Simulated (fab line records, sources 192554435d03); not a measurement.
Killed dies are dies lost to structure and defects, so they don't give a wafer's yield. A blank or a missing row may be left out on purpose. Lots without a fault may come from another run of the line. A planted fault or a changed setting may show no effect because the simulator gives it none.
Chamber matching | flow n5_finfet | N5_BEOL_M3_ILD_DEP_00 on pecvd-02: 3 sister chambers
The step deposits SiOC from DEMS/O2, target thk 79 nm, time 15.3 s. 3 wafers are shown with their chamber, then 10 later ones without.

WAFERS WITH THEIR CHAMBER
wafer  | chamber | throttle_valve_pct (%)
L085.3 | 1       | 12.1
L087.2 | 2       | 11.1
L087.3 | 0       | 12.6

WAFERS WITHOUT THEIR CHAMBER
wafer  | throttle_valve_pct (%)
L087.5 | 12.9
L090.2 | 12.8
L090.3 | 11.2
L090.4 | 12.8
L094.1 | 12.7
L094.4 | 11.5
L094.5 | 12.5
L097.3 | 12.8
L097.5 | 12.6
L097.6 | 12.0

WHICH CHAMBER EACH WENT THROUGH
wafer  | from the rows above     | in truth
L087.5 | 0                       | 0
L090.2 | 0                       | 0
L090.3 | 2                       | 2
L090.4 | 0                       | 0
L094.1 | 0                       | 0
L094.4 | can't be placed: 2 or 1 | 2
L094.5 | can't be placed: 0 or 1 | 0
L097.3 | 0                       | 0
L097.5 | 0                       | 0
L097.6 | 1                       | 1
Placed correctly: 8 of 10. Can't be placed from these rows: 2 (the true chamber is among the candidates in 2). Placed wrongly: 0.
How it was worked out, from the rows above alone: a wafer's distance from a chamber is the root of the sum, over the readings, of the square of ((its reading less the chamber's mean) divided by the reading's scatter). The wafer belongs to the nearest chamber; if the next one is less than 2 further off, it can't be placed. A chamber's mean is the mean of its shown wafers. The scatter: with one shown wafer a chamber, the root of the mean of the squares of how far each hidden wafer lies from its nearest shown one.
